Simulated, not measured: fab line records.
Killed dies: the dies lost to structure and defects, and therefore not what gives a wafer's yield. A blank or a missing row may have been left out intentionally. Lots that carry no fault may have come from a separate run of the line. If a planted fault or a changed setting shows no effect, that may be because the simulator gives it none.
Struck lot and sound lot, side by side + flow nand harc + 15 out of 1302 route steps
Sound: the wafers L914.1, L914.4, L914.5. Wafers L921.2, L921.4, L921.5 were the ones struck. The cause is given at the end.
Order at every step that has rows: each side's tool, ch and its chambers, its first start. Under that, the readings that differ: sound wafers + struck wafers + difference of the means + sigmas: that difference in standard deviations of wafers without a fault.
alike: readings with means less than 2 such deviations apart, plus words and numbers identical on both sides. not compared: withheld readings, readings lacking a value on some wafer, bounds such as >300 that could conceal the same value, and numbers that have no deviation in the record and whose values overlap.
Wherever a step has rows on one side only, a row that says differs or no value, or a row with sigmas, the two part there. When numbers do not overlap yet have no deviation, they are printed without sigmas and do not part them. Lack of a reading on every wafer of one side parts them only where that side has two or more wafers.

NHARC_A_CONTACT_ETCH_138: etches the open film in C4F8/O2/Ar, time 311 s, target depth 1914 nm.
  sound on har cap etch-03 ch 0,1, day 24 12:02; struck on har cap etch-02 ch 0,1, day 27 05:28
  not compared: rf hours counter h
NHARC_A_CONTACT_ETCH_139: etches the open film in C4F8/O2/Ar, time 195 s, target depth 840 nm.
  sound on har cap etch-03 ch 0,1, day 24 12:18; struck on har cap etch-02 ch 0,1, day 27 05:49
  not compared: rf hours counter h
NHARC_A_CONTACT_ETCH_92: etches the open film in CH3F/O2, target depth 40 nm, time 85.7 s.
  sound on rie diel-05 ch 1,3, day 24 12:49; struck on rie diel-05 ch 1,2, day 27 06:20
  alike: drypump motor current A, oes product au, rf vpp V, showerhead plenum p Torr, throttle valve pct
  not compared: rf hours counter h
then, 1 step without rows for these wafers: NHARC_A_CONTACT_ETCH_98 (etches the open film in C4F6/O2, target depth 20 nm, time 10 s).
NHARC_A_CONTACT_CD_MEAS_15:
  sound: cd sem-02 at day 24 13:02; struck: cd sem-02 at day 27 06:32
  alike: cd nm
then, 4 steps without rows for these wafers: NHARC_A_CONTACT_STRIP_107 (strips in N2/H2); NHARC_A_CONTACT_STRIP_108 (strips in CF4/CHF3); NHARC_A_CONTACT_STRIP_109 (strips in O2/COS); NHARC_A_CONTACT_ETCH_110 (etches the open film in CF4/O2, target depth 60 nm, overetch 6 nm, time 33 s).
NHARC_A_CONTACT_STRIP_26: strips in O2.
  sound on rie diel-05 ch 0,1,3; struck on rie diel-10 ch 1,3
| reading               | sound             | struck            | difference | sigmas |
|-----------------------|-------------------|-------------------|------------|--------|
| oes product au (a.u.) | 1.006 1.006 1.011 | 0.984 0.991 0.986 | -0.021     | -2     |
  alike: drypump motor current A, rf vpp V, showerhead plenum p Torr, throttle valve pct
  not compared: rf hours counter h
then, 1 step without rows for these wafers: NHARC_A_CONTACT_STRIP_27 (strips in post etch residue remover, time 600 s).
NHARC_A_CONTACT_ALD_18: deposits TiN, target thk 3 nm, pulse time 1 s, ald cycles 150.
  sound on ald metal-03 ch 0,1,2, day 24 13:58; struck on ald metal-03 ch 1,2,3, day 27 07:31
  alike: heater power w, precursor pulse height rel, susceptor temp C
  not compared: since wet clean h
NHARC_A_CONTACT_CVD_19: deposits W, target thk 300 nm, time 802 s.
  sound on cvd w-02 ch 1, day 24 14:19; struck on cvd w-01 ch 0,1, day 27 08:49
  alike: heater power w, susceptor temp C, throttle valve pct
  not compared: since wet clean h
NHARC_A_CONTACT_CMP_20: polishes, t overpolish 30 s, target thk 300 nm.
  sound on cmp-04 ch 0,1,2, day 24 15:07; struck on cmp-03 ch 0,2,3, day 27 09:45
| reading                | sound    | struck      | difference | sigmas |
|------------------------|----------|-------------|------------|--------|
| time to endpoint s (s) | 61 64 60 | 117 108 121 | +54        | +16    |
  alike: motor current A, overpolish run s, retaining ring pressure frac
  not compared: pad life wafers
-- record jumps: 2 days between struck wafers' starts before vs after; left off in module A_CONTACT, resumes in module END, first step shown is number 1302 of the route --
NHARC_END_SORT_01:
  at this point the record logs the struck wafers (prober-01 ch 0, day 29 15:50) and has no rows for the sound ones

== WHERE THEY PART ==
First at NHARC_A_CONTACT_STRIP_26; last, within this record, at NHARC_END_SORT_01.

WHY: whatever the simulator had introduced
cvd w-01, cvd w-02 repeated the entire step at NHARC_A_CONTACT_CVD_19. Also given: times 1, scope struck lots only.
